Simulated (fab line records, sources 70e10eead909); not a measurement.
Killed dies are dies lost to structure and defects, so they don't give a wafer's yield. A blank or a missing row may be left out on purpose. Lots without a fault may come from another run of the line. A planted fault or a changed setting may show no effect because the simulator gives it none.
Which tool did it? | flow nand_harc | 6 lots, 18 wafers sampled, at 1 step of a route of 1159

WHAT THE GAUGES READ, wafer by wafer
NHARC_A_M0_THK_MEAS_24: measures by xrf.
lot  | measured     | on            | thk_nm (nm)
L724 | day 17 20:51 | film_metro-02 | 115.5 113.4 114.9
L728 | day 18 04:58 | film_metro-02 | 114.2 114.0 114.1
L731 | day 19 04:22 | film_metro-01 | 115.5 114.3 114.6
L744 | day 22 15:04 | film_metro-01 | 116.5 114.1 114.6
L742 | day 23 02:11 | film_metro-02 | 114.4 116.9 117.4
L746 | day 23 10:27 | film_metro-02 | 117.0 116.3 114.5

WHICH TOOL RAN EACH LOT (tool, then ch and the chambers of the sampled wafers, then the start)
The record holds no process step before these readings.

THE ANSWER, worked out from the rows above alone
Rule: what is usual is taken from the lots themselves. Put in order of their means at a reading, lots are off if they are a third of the lots or fewer, leave a main group of 4 or more, and stand apart from it by a gap of 3 or more times the standard deviation of the main group's means; of several such gaps the widest counts. A main group whose means are all the same, to the digits that the tables above print for the reading, isn't used. A lot without any number at a reading at which 4 lots or more have one is off too. The other lots that the step has rows for count as sound.
No lot is off at any reading shown: from this, nothing can be told.

WHAT THE SIMULATOR HAD PUT IN
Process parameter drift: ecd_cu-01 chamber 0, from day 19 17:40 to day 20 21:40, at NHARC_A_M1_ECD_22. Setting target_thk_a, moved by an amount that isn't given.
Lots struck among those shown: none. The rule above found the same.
